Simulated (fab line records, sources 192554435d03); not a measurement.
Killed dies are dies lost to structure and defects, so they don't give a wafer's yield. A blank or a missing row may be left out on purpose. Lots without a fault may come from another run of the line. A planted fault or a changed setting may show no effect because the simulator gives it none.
fab line records | flow n5_finfet
record lots=24 wafers=72 last_day=19
route steps=1938 shown WELL_APT@50 PMOS_HMC_CHANNEL_EPI@82 FIN_SAQP@128
lots that met no fault: from a run of the same line without faults
start_h: hours from the record's first day to the start of the lot's first wafer shown | wait_h: hours since the lot's step before | " the same as in the row above | L1.1+2: a row that stands for several wafers | - no value, or no start given | * or withheld: withheld | < > ~ a bound
route shown NAME@n: a module of which the file shows steps, and the number in the route of the first | usual: mean/standard deviation of fault-free wafers | same: alike in all rows | chamber/n: place in a boat | sites: the reading at each site | _std_site: their standard deviation | _edge_site: outer sites' mean less inner sites' | radius_mm: how far each site lies from the wafer's centre | mask NAME#n: copy n | behind: the tool/chamber that last shaped the wafer | hold: why the lot was held/for how many hours/how that ended | device: the transistor (n, p or np) that didn't switch | end of line: the same wafers' tests at the end of the route | a step without rows: its recipe alone | killed: dies lost to structure and defects at the first sort, not the wafer's yield | map: a wafer's dies, x killed, . not, _ none there
set.NAME: the setting as run; set.NAME@STEP: as run at that earlier step | model.NAME: the simulator's own value behind a step, which no gauge read
steps of the route over a sample of lots; a table a step, a row a wafer
services: from which hour (start_h, from the record's first day; less than 0 if before it) a tool's chamber was out of use, for how many hours, and why
## steps
# step N5_WELL_APT_RTA_34
# recipe temp_c=1000 time_s=10 ambient=N2 idle_temp_c=600 ramp_up_c_per_s=150 ramp_down_c_per_s=60 cool_to_c=600
# usual lamp_power_pct=13.01/0.054 lamp_zone_3_pct=12.994/0.026 wafer_temp_C_max=1003.7/1.1
# same time_s=10
# columns lot.wafer tool chamber start_h wait_h lamp_power_pct lamp_zone_3_pct wafer_temp_C_max
L074.2 rtp_anneal-02 0 16.24 0.2 12.91 12.976 1004.7
L074.3 " 0 " " 13.10 12.986 1001.6
L074.5 " 0 " " 12.92 12.990 1003.1
L075.1 rtp_anneal-02 0 23.61 0.1 12.95 12.936 1003.1
L075.2 " 0 " " 13.01 13.007 1002.8
L075.6 " 0 " " 13.07 12.954 1002.9
L076.1 rtp_anneal-02 0 27.67 0.0 12.97 12.999 1004.4
L076.3 " 0 " " 13.07 12.970 1004.2
L076.6 " 0 " " 12.94 13.025 1002.0
L077.1 rtp_anneal-01 0 35.60 0.0 12.95 12.978 1004.6
L077.4 " 0 " " 13.00 13.019 1003.8
L077.5 " 0 " " 13.02 12.988 1004.1
L078.1 rtp_anneal-01 0 39.95 0.0 12.97 12.955 1004.4
L078.3 " 0 " " 12.99 12.997 1005.0
L078.5 " 0 " " 13.01 12.968 1004.0
L079.1 rtp_anneal-02 0 46.39 0.3 12.98 12.987 1003.9
L079.4 " 0 " " 12.97 12.997 1001.8
L079.6 " 0 " " 12.98 13.013 1002.9
L080.2 rtp_anneal-02 0 52.52 0.0 12.91 12.997 1001.9
L080.5 " 0 " " 13.05 12.982 1002.9
L080.6 " 0 " " 13.05 12.995 1003.7
L081.1 rtp_anneal-02 0 58.46 0.1 13.04 12.987 1003.1
L081.3 " 0 " " 13.03 12.977 1004.6
L081.6 " 0 " " 13.00 12.998 1007.1
L082.2 rtp_anneal-01 0 65.24 0.4 12.94 12.940 1004.5
L082.4 " 0 " " 12.93 13.006 1003.5
L082.5 " 0 " " 12.96 12.970 1002.7
L083.1 rtp_anneal-01 0 70.77 0.3 12.91 13.014 1002.1
L083.4 " 0 " " 13.16 13.000 1003.1
L083.5 " 0 " " 12.97 13.033 1003.8
L084.1 rtp_anneal-02 0 76.28 0.4 13.05 12.969 1003.2
L084.5 " 0 " " 13.01 12.983 1004.2
L084.6 " 0 " " 13.03 13.004 1005.4
L085.1 rtp_anneal-02 0 81.71 0.0 12.99 13.002 1003.4
L085.4 " 0 " " 12.97 12.992 1001.6
L085.5 " 0 " " 12.97 13.000 1004.8
L086.1 rtp_anneal-01 0 87.75 0.0 13.03 13.017 1004.4
L086.2 " 0 " " 13.06 12.959 1003.8
L086.4 " 0 " " 12.99 12.979 1004.4
L087.1 rtp_anneal-01 0 93.95 0.2 13.11 12.978 1004.0
L087.5 " 0 " " 13.04 12.985 1005.8
L087.6 " 0 " " 12.96 12.995 1004.4
L088.2 rtp_anneal-01 0 100.54 0.1 13.02 13.029 1007.1
L088.3 " 0 " " 13.07 13.021 1004.1
L088.5 " 0 " " 12.90 12.998 1004.6
L089.1 rtp_anneal-01 0 106.29 0.1 13.06 12.977 1004.9
L089.3 " 0 " " 12.89 12.993 1001.7
L089.4 " 0 " " 13.00 12.980 1002.5
L090.4 rtp_anneal-02 0 112.07 0.1 13.06 13.008 1004.4
L090.5 " 0 " " 12.99 12.975 1002.3
L090.6 " 0 " " 13.03 12.976 1004.0
L091.1 rtp_anneal-02 0 117.70 0.0 13.06 12.994 1003.5
L091.2 " 0 " " 12.99 12.995 1002.9
L091.4 " 0 " " 12.96 12.988 1002.3
L092.4 rtp_anneal-02 0 123.77 0.1 12.93 12.993 1003.1
L092.5 " 0 " " 12.92 13.012 1003.8
L092.6 " 0 " " 13.06 12.985 1005.4
L093.2 rtp_anneal-01 0 130.10 0.0 13.02 12.963 1005.7
L093.3 " 0 " " 13.04 12.935 1002.4
L093.5 " 0 " " 12.94 13.001 1003.6
L094.1 rtp_anneal-02 0 135.97 0.1 12.97 12.984 1004.1
L094.2 " 0 " " 12.99 13.014 1004.5
L094.3 " 0 " " 13.05 12.972 1003.1
L095.1 rtp_anneal-01 0 142.07 0.0 13.08 12.987 1003.3
L095.3 " 0 " " 13.07 12.987 1004.5
L095.5 " 0 " " 13.02 13.033 1004.0
L096.1 rtp_anneal-02 0 147.78 0.0 12.99 12.996 1004.5
L096.5 " 0 " " 12.99 13.002 1003.0
L096.6 " 0 " " 13.04 12.986 1002.9
L097.1 rtp_anneal-02 0 153.56 0.0 13.07 12.959 1002.0
L097.3 " 0 " " 13.05 13.039 1001.9
L097.5 " 0 " " 13.04 12.975 1003.4
# step N5_PMOS_HMC_CHANNEL_EPI_THK_MEAS_22
# recipe reads=SiGe30_of_PMOS_HMC_CHANNEL_EPI_EPI_20
# usual HMC_CMP_THK=53.8/1
# columns lot.wafer tool chamber start_h wait_h HMC_CMP_THK[nm]
L074.2 film_metro-01 - 20.49 - 55.0
L074.3 " - " " 55.1
L074.5 " - " " 55.2
L075.1 film_metro-01 - 27.60 - 54.8
L075.2 " - " " 52.7
L075.6 " - " " 53.2
L076.1 film_metro-01 - 31.34 - 55.3
L076.3 " - " " 51.7
L076.6 " - " " 52.2
L077.1 film_metro-02 - 39.27 - 53.3
L077.4 " - " " 54.6
L077.5 " - " " 53.4
L078.1 film_metro-01 - 43.84 - 55.1
L078.3 " - " " 52.8
L078.5 " - " " 55.3
L079.1 film_metro-02 - 50.00 - 55.0
L079.4 " - " " 54.9
L079.6 " - " " 54.5
L080.2 film_metro-01 - 56.21 - 53.3
L080.5 " - " " 53.2
L080.6 " - " " 52.9
L081.1 film_metro-01 - 62.21 - 53.0
L081.3 " - " " 53.9
L081.6 " - " " 53.4
L082.2 film_metro-02 - 69.04 - 54.2
L082.4 " - " " 54.6
L082.5 " - " " 52.4
L083.1 film_metro-01 - 74.50 0.2 53.3
L083.4 " - " " 53.0
L083.5 " - " " 53.6
L084.1 film_metro-02 - 80.39 - 55.6
L084.5 " - " " 53.5
L084.6 " - " " 53.0
L085.1 film_metro-01 - 85.85 - 53.4
L085.4 " - " " 51.1
L085.5 " - " " 52.5
L086.1 film_metro-02 - 91.85 - 55.5
L086.2 " - " " 55.2
L086.4 " - " " 54.9
L087.1 film_metro-02 - 98.21 - 54.3
L087.5 " - " " 53.2
L087.6 " - " " 54.0
L088.2 film_metro-02 - 104.50 - 55.3
L088.3 " - " " 52.7
L088.5 " - " " 53.2
L089.1 film_metro-01 - 110.38 - 54.6
L089.3 " - " " 51.5
L089.4 " - " " 53.2
L090.4 film_metro-01 - 115.88 - 54.4
L090.5 " - " " 53.9
L090.6 " - " " 53.4
L091.1 film_metro-02 - 121.91 - 53.1
L091.2 " - " " 55.2
L091.4 " - " " 54.2
L092.4 film_metro-01 - 127.85 - 52.5
L092.5 " - " " 54.1
L092.6 " - " " 53.3
L093.2 film_metro-02 - 133.84 - 53.2
L093.3 " - " " 54.1
L093.5 " - " " 54.6
L094.1 film_metro-01 - 139.92 - 53.8
L094.2 " - " " 54.8
L094.3 " - " " 53.0
L095.1 film_metro-02 - 145.84 - 54.9
L095.3 " - " " 53.4
L095.5 " - " " 54.8
L096.1 film_metro-02 - 152.48 - 53.2
L096.5 " - " " 53.0
L096.6 " - " " 53.4
L097.1 film_metro-02 - 157.44 - 54.8
L097.3 " - " " 52.4
L097.5 " - " " 52.0
# step N5_FIN_SAQP_CD_MEAS_27
# recipe target_cd_nm=20 landing_energy_ev=1000 detector=se_inlens polarity=line
# usual cd_nm=20.27/0.25
# columns lot.wafer tool chamber start_h wait_h cd_nm
L074.2 cd_sem-02 0 24.48 0.1 20.03
L074.3 " 0 " " 20.62
L074.5 " 0 " " 19.86
L075.1 cd_sem-03 0 31.67 0.1 20.46
L075.2 " 0 " " 20.42
L075.6 " 0 " " 20.10
L076.1 cd_sem-03 0 36.50 0.1 19.98
L076.3 " 0 " " 20.76
L076.6 " 0 " " 20.09
L077.1 cd_sem-03 0 43.65 0.1 20.10
L077.4 " 0 " " 20.57
L077.5 " 0 " " 20.46
L078.1 cd_sem-01 0 48.20 0.1 20.45
L078.3 " 0 " " 20.00
L078.5 " 0 " " 20.53
L079.1 cd_sem-01 0 55.72 0.1 20.01
L079.4 " 0 " " 20.60
L079.6 " 0 " " 19.80
L080.2 cd_sem-01 0 60.83 0.1 19.76
L080.5 " 0 " " 20.41
L080.6 " 0 " " 20.34
L081.1 cd_sem-02 0 66.36 0.1 20.45
L081.3 " 0 " " 20.69
L081.6 " 0 " " 20.32
L082.2 cd_sem-01 0 73.08 0.1 20.46
L082.4 " 0 " " 20.64
L082.5 " 0 " " 20.52
L083.1 cd_sem-03 0 78.54 0.1 20.29
L083.4 " 0 " " 20.51
L083.5 " 0 " " 20.49
L084.1 cd_sem-01 0 85.86 0.1 20.56
L084.5 " 0 " " 20.75
L084.6 " 0 " " 20.23
L085.1 cd_sem-02 0 91.71 0.1 19.86
L085.4 " 0 " " 20.29
L085.5 " 0 " " 20.03
L086.1 cd_sem-03 0 95.90 0.1 20.37
L086.2 " 0 " " 20.36
L086.4 " 0 " " 20.22
L087.1 cd_sem-02 0 104.32 0.1 19.75
L087.5 " 0 " " 20.57
L087.6 " 0 " " 19.89
L088.2 cd_sem-03 0 109.82 0.1 20.24
L088.3 " 0 " " 19.50
L088.5 " 0 " " 20.16
L089.1 cd_sem-02 0 114.42 0.1 20.31
L089.3 " 0 " " 20.24
L089.4 " 0 " " 20.08
L090.4 cd_sem-01 0 119.97 0.1 20.25
L090.5 " 0 " " 20.67
L090.6 " 0 " " 20.38
L091.1 cd_sem-02 0 126.10 0.1 20.35
L091.2 " 0 " " 20.35
L091.4 " 0 " " 20.33
L092.4 cd_sem-01 0 131.93 0.1 20.27
L092.5 " 0 " " 20.12
L092.6 " 0 " " 20.31
L093.2 cd_sem-02 0 138.33 0.1 20.40
L093.3 " 0 " " 20.36
L093.5 " 0 " " 20.18
L094.1 cd_sem-03 0 143.70 0.1 20.51
L094.2 " 0 " " 20.39
L094.3 " 0 " " 20.30
L095.1 cd_sem-03 0 150.87 0.1 20.20
L095.3 " 0 " " 20.24
L095.5 " 0 " " 20.31
L096.1 cd_sem-03 0 156.46 0.1 20.10
L096.5 " 0 " " 20.27
L096.6 " 0 " " 20.51
L097.1 cd_sem-01 0 161.45 0.1 20.58
L097.3 " 0 " " 20.69
L097.5 " 0 " " 20.51
# step N5_FIN_SAQP_SPACER2_ETCHBACK_29
# recipe chemistry=CHF3/O2 mode=anisotropic_etchback target=SiO2 target_depth_a=122 time_s=6.1 pressure_mtorr=30 source_w=650 bias_w=170 Ar_flow_sccm=200 CHF3_flow_sccm=50 O2_flow_sccm=5 ion_energy_ev=200
# usual drypump_motor_current_A=5.6/0.44 oes_ar_750_au=0.79/0.094 oes_product_au=0.79/0.1 rf_vpp_V=521/10 showerhead_plenum_p_Torr=2.39/0.078 throttle_valve_pct=18.95/0.24
# same time_s=6.1
# columns lot.wafer tool chamber start_h wait_h drypump_motor_current_A oes_ar_750_au oes_product_au rf_hours_counter_h rf_vpp_V showerhead_plenum_p_Torr throttle_valve_pct
L074.2 rie_diel-03 1 25.92 0.2 5.4 0.70 0.68 246 516 2.29 18.95
L074.3 " 3 " " 5.5 0.85 0.85 39 513 2.54 18.58
L074.5 " 2 " " 5.5 0.82 0.82 - 515 2.34 18.92
L075.1 rie_diel-03 1 33.47 0.5 5.3 0.70 0.68 248 516 2.29 18.95
L075.2 " 3 " " 5.5 0.84 0.84 42 513 2.54 18.59
L075.6 " 0 " " 5.3 0.81 0.81 - 541 2.34 18.83
L076.1 rie_diel-04 2 38.81 0.2 5.5 0.86 0.88 41 524 2.46 18.54
L076.3 " 0 " " 5.1 0.71 0.71 212 525 2.40 19.23
L076.6 " 0 " " 5.1 0.71 0.71 - 523 2.40 19.23
L077.1 rie_diel-01 3 45.29 0.4 4.9 0.69 0.68 241 539 2.47 19.09
L077.4 " 0 " " 5.4 0.69 0.70 - 531 2.40 19.16
L077.5 " 3 " " 5.0 0.69 0.68 - 539 2.47 19.11
L078.1 rie_diel-01 2 49.92 0.3 6.0 0.73 0.71 186 505 2.30 19.00
L078.3 " 1 " " 5.3 0.73 0.71 205 522 2.49 18.96
L078.5 " 3 " " 4.9 0.69 0.67 - 541 2.47 19.09
L079.1 rie_diel-04 2 57.22 0.2 5.4 0.85 0.87 47 521 2.45 18.55
L079.4 " 0 " " 5.1 0.71 0.70 219 524 2.40 19.25
L079.6 " 2 " " 5.4 0.85 0.87 - 521 2.45 18.54
L080.2 rie_diel-04 2 62.24 0.2 5.4 0.84 0.86 50 522 2.45 18.54
L080.5 " 1 " " 6.5 0.94 0.94 - 531 2.38 19.11
L080.6 " 0 " " 5.1 0.70 0.70 - 523 2.40 19.25
L081.1 rie_diel-04 3 68.64 0.2 5.9 0.71 0.70 230 506 2.28 19.21
L081.3 " 2 " " 5.4 0.84 0.86 51 526 2.45 18.56
L081.6 " 3 " " 5.8 0.71 0.70 - 505 2.28 19.22
L082.2 rie_diel-04 2 74.48 0.2 5.4 0.84 0.86 53 523 2.45 18.55
L082.4 " 0 " " 5.1 0.71 0.71 225 522 2.39 19.24
L082.5 " 1 " " 6.5 0.93 0.94 - 529 2.38 19.12
L083.1 rie_diel-03 2 80.24 0.2 5.6 0.80 0.79 92 515 2.34 18.96
L083.4 " 0 " " 5.3 0.79 0.80 106 541 2.33 18.84
L083.5 " 3 " " 5.4 0.81 0.82 - 512 2.53 18.64
L084.1 rie_diel-04 0 87.38 0.2 5.1 0.70 0.69 230 524 2.39 19.26
L084.5 " 2 " " 5.5 0.83 0.85 - 523 2.45 18.56
L084.6 " 3 " " 5.9 0.70 0.70 - 506 2.28 19.23
L085.1 rie_diel-03 0 93.10 0.2 5.3 0.79 0.79 110 542 2.33 18.83
L085.4 " 1 " " 5.3 0.96 0.95 12 522 2.58 18.55
L085.5 " 2 " " 5.6 0.79 0.79 - 515 2.33 18.96
L086.1 rie_diel-01 0 97.28 0.2 5.5 0.68 0.68 239 532 2.39 19.20
L086.2 " 2 " " 6.0 0.72 0.70 205 505 2.30 19.04
L086.4 " 1 " " 5.2 0.71 0.70 - 522 2.48 18.99
L087.1 rie_diel-04 2 105.99 0.2 5.5 0.83 0.84 65 523 2.45 18.57
L087.5 " 3 " " 5.9 0.70 0.68 - 505 2.27 19.23
L087.6 " 2 " " 5.4 0.83 0.84 - 522 2.45 18.58
L088.2 rie_diel-01 1 111.25 0.2 5.2 0.71 0.69 232 522 2.48 19.01
L088.3 " 2 " " 5.9 0.71 0.70 211 508 2.30 19.06
L088.5 " 1 " " 5.2 0.70 0.70 - 523 2.47 19.00
L089.1 rie_diel-04 0 117.35 0.2 5.1 0.70 0.68 242 522 2.39 19.28
L089.3 " 2 " " 5.5 0.82 0.84 69 522 2.45 18.58
L089.4 " 1 " " 6.5 0.90 0.91 27 531 2.37 19.13
L090.4 rie_diel-04 1 121.74 0.2 6.5 0.91 0.91 27 531 2.37 19.13
L090.5 " 1 " " 6.5 0.90 0.91 - 531 2.37 19.13
L090.6 " 0 " " 5.1 0.69 0.69 - 522 2.39 19.27
L091.1 rie_diel-01 0 127.57 0.2 5.5 0.68 0.67 250 530 2.38 19.22
L091.2 " 3 " " 4.9 0.95 0.97 9 519 2.47 18.64
L091.4 " 2 " " 5.9 0.71 0.70 216 507 2.29 19.06
L092.4 rie_diel-01 2 134.54 0.2 5.9 0.71 0.69 - 506 2.29 19.05
L092.5 " 3 " " 4.9 0.95 0.96 - 519 2.46 18.64
L092.6 " 1 " " 5.2 0.70 0.69 - 523 2.47 19.01
L093.2 rie_diel-01 1 139.91 0.3 5.3 0.70 0.70 243 522 2.47 19.02
L093.3 " 3 " " 5.0 0.93 0.95 14 518 2.46 18.66
L093.5 " 2 " " 5.9 0.71 0.69 - 504 2.29 19.05
L094.1 rie_diel-03 3 146.25 0.2 5.5 0.79 0.79 80 511 2.52 18.67
L094.2 " 0 " " 5.4 0.77 0.77 125 540 2.32 18.86
L094.3 " 2 " " 5.6 0.77 0.78 113 515 2.33 19.01
L095.1 rie_diel-04 2 152.45 0.4 5.4 0.81 0.81 83 522 2.44 18.60
L095.3 " 1 " " 6.5 0.88 0.88 40 530 2.37 19.17
L095.5 " 2 " " 5.4 0.80 0.81 - 522 2.44 18.60
L096.1 rie_diel-01 0 157.87 0.2 5.5 0.93 0.93 5 531 2.38 18.80
L096.5 " 3 " " 4.9 0.93 0.93 - 520 2.46 18.68
L096.6 " 0 " " 5.5 0.92 0.93 - 530 2.38 18.80
L097.1 rie_diel-01 2 162.89 0.3 5.9 0.70 0.68 232 506 2.29 19.06
L097.3 " 0 " " 5.5 0.91 0.92 7 530 2.38 18.81
L097.5 " 0 " " 5.5 0.91 0.93 - 531 2.38 18.81
# step N5_FIN_SAQP_HM_CD_35
# recipe target_cd_nm=8 polarity=line
# usual cd_nm=8.11/0.24
# columns lot.wafer tool chamber start_h wait_h cd_nm
L074.2 cd_sem-01 - 26.39 0.1 8.48
L074.3 " - " " 7.65
L074.5 " - " " 8.63
L075.1 cd_sem-01 - 34.06 0.1 7.94
L075.2 " - " " 7.96
L075.6 " - " " 8.10
L076.1 cd_sem-01 - 39.27 0.1 8.21
L076.3 " - " " 8.29
L076.6 " - " " 8.37
L077.1 cd_sem-03 - 45.75 0.1 7.75
L077.4 " - " " 7.81
L077.5 " - " " 8.37
L078.1 cd_sem-02 - 50.47 0.1 8.35
L078.3 " - " " 8.12
L078.5 " - " " 8.40
L079.1 cd_sem-03 - 57.68 0.1 8.14
L079.4 " - " " 8.06
L079.6 " - " " 8.50
L080.2 cd_sem-03 - 62.72 0.1 8.14
L080.5 " - " " 7.94
L080.6 " - " " 8.25
L081.1 cd_sem-03 - 69.10 0.1 8.10
L081.3 " - " " 8.44
L081.6 " - " " 8.47
L082.2 cd_sem-01 - 74.95 0.1 7.94
L082.4 " - " " 8.15
L082.5 " - " " 7.99
L083.1 cd_sem-01 - 80.70 0.1 8.16
L083.4 " - " " 8.24
L083.5 " - " " 8.52
L084.1 cd_sem-01 - 87.85 0.1 8.14
L084.5 " - " " 8.00
L084.6 " - " " 8.10
L085.1 cd_sem-03 - 93.56 0.1 8.00
L085.4 " - " " 7.89
L085.5 " - " " 8.05
L086.1 cd_sem-03 - 97.92 0.1 7.93
L086.2 " - " " 8.04
L086.4 " - " " 8.05
L087.1 cd_sem-02 - 106.52 0.1 8.20
L087.5 " - " " 8.14
L087.6 " - " " 7.91
L088.2 cd_sem-01 - 111.72 0.1 8.14
L088.3 " - " " 8.57
L088.5 " - " " 7.99
L089.1 cd_sem-03 - 117.81 0.1 8.37
L089.3 " - " " 7.98
L089.4 " - " " 7.68
L090.4 cd_sem-02 - 122.21 0.1 8.24
L090.5 " - " " 8.36
L090.6 " - " " 7.91
L091.1 cd_sem-01 - 128.05 0.1 7.77
L091.2 " - " " 7.71
L091.4 " - " " 8.29
L092.4 cd_sem-03 - 134.97 0.0 8.37
L092.5 " - " " 7.90
L092.6 " - " " 7.91
L093.2 cd_sem-03 - 140.38 0.1 7.97
L093.3 " - " " 7.60
L093.5 " - " " 7.87
L094.1 cd_sem-01 - 146.82 0.1 8.01
L094.2 " - " " 8.05
L094.3 " - " " 8.32
L095.1 cd_sem-02 - 152.99 0.1 8.09
L095.3 " - " " 8.17
L095.5 " - " " 8.10
L096.1 cd_sem-02 - 158.33 0.1 7.77
L096.5 " - " " 7.88
L096.6 " - " " 8.11
L097.1 cd_sem-03 - 163.50 0.1 8.18
L097.3 " - " " 8.22
L097.5 " - " " 7.89
# step N5_FIN_SAQP_CD_MEAS_37
# recipe target_cd_nm=8 polarity=line
# usual cd_nm=8.13/0.27
# columns lot.wafer tool chamber start_h wait_h cd_nm
L074.2 cd_sem-02 - 26.58 0.1 8.59
L074.3 " - " " 8.09
L074.5 " - " " 8.14
L075.1 cd_sem-02 - 34.25 0.1 7.99
L075.2 " - " " 7.87
L075.6 " - " " 8.11
L076.1 cd_sem-01 - 39.46 0.1 8.57
L076.3 " - " " 8.82
L076.6 " - " " 8.43
L077.1 cd_sem-03 - 45.93 0.1 7.83
L077.4 " - " " 8.18
L077.5 " - " " 8.36
L078.1 cd_sem-02 - 50.66 0.1 8.23
L078.3 " - " " 8.30
L078.5 " - " " 7.73
L079.1 cd_sem-02 - 57.86 0.1 8.20
L079.4 " - " " 8.05
L079.6 " - " " 8.48
L080.2 cd_sem-02 - 62.90 0.1 8.10
L080.5 " - " " 8.63
L080.6 " - " " 8.62
L081.1 cd_sem-01 - 69.29 0.1 7.92
L081.3 " - " " 8.12
L081.6 " - " " 8.15
L082.2 cd_sem-02 - 75.13 0.1 7.91
L082.4 " - " " 8.06
L082.5 " - " " 7.87
L083.1 cd_sem-03 - 80.89 0.1 8.70
L083.4 " - " " 7.81
L083.5 " - " " 7.95
L084.1 cd_sem-02 - 88.04 0.1 7.77
L084.5 " - " " 7.81
L084.6 " - " " 7.92
L085.1 cd_sem-03 - 93.75 0.1 7.69
L085.4 " - " " 8.22
L085.5 " - " " 7.92
L086.1 cd_sem-01 - 98.11 0.1 8.04
L086.2 " - " " 7.69
L086.4 " - " " 8.15
L087.1 cd_sem-02 - 106.71 0.1 8.23
L087.5 " - " " 8.78
L087.6 " - " " 8.24
L088.2 cd_sem-03 - 111.91 0.1 8.21
L088.3 " - " " 7.90
L088.5 " - " " 8.28
L089.1 cd_sem-03 - 118.00 0.1 7.88
L089.3 " - " " 8.25
L089.4 " - " " 7.55
L090.4 cd_sem-03 - 122.40 0.1 8.12
L090.5 " - " " 8.25
L090.6 " - " " 7.92
L091.1 cd_sem-02 - 128.25 0.1 8.21
L091.2 " - " " 7.89
L091.4 " - " " 8.18
L092.4 cd_sem-01 - 135.16 0.1 8.62
L092.5 " - " " 7.86
L092.6 " - " " 7.86
L093.2 cd_sem-01 - 140.56 0.1 8.22
L093.3 " - " " 8.46
L093.5 " - " " 8.22
L094.1 cd_sem-03 - 147.01 0.1 8.59
L094.2 " - " " 8.30
L094.3 " - " " 7.95
L095.1 cd_sem-02 - 153.18 0.1 8.36
L095.3 " - " " 8.22
L095.5 " - " " 8.34
L096.1 cd_sem-03 - 158.52 0.1 8.15
L096.5 " - " " 7.90
L096.6 " - " " 8.31
L097.1 cd_sem-02 - 163.69 0.1 7.98
L097.3 " - " " 7.77
L097.5 " - " " 7.82
## services
# columns tool chamber start_h hours kind
rie_diel-04 0 -0.43 1.5 repair
rie_diel-03 2 3.23 6.0 repair
rie_diel-01 - 7.89 15.6 pm
rie_diel-04 1 22.90 - clean
rie_diel-04 1 22.90 - consumable_replace:focus_ring
rie_diel-04 1 22.90 13.8 scheduled_down
rie_diel-04 1 22.90 13.8 vent_cycle
rie_diel-01 3 32.21 1.2 repair
rie_diel-04 3 35.70 3.2 repair
rie_diel-01 1 44.79 3.1 repair
rtp_anneal-02 - 64.45 5.0 pm
rie_diel-01 3 72.93 - clean
rie_diel-01 3 72.93 - consumable_replace:esc
rie_diel-01 3 72.93 - consumable_replace:focus_ring
rie_diel-01 3 72.93 27.6 scheduled_down
rie_diel-04 1 80.43 8.6 repair
rie_diel-01 2 88.49 2.0 repair
rie_diel-03 - 111.08 2.8 pm
rie_diel-04 3 128.01 - clean
rie_diel-04 3 128.01 - consumable_replace:focus_ring
rie_diel-04 3 128.01 - consumable_replace:showerhead
rie_diel-04 3 128.01 28.4 scheduled_down
rie_diel-04 3 128.01 28.4 vent_cycle
rie_diel-03 0 149.41 9.5 repair
## key
fault none
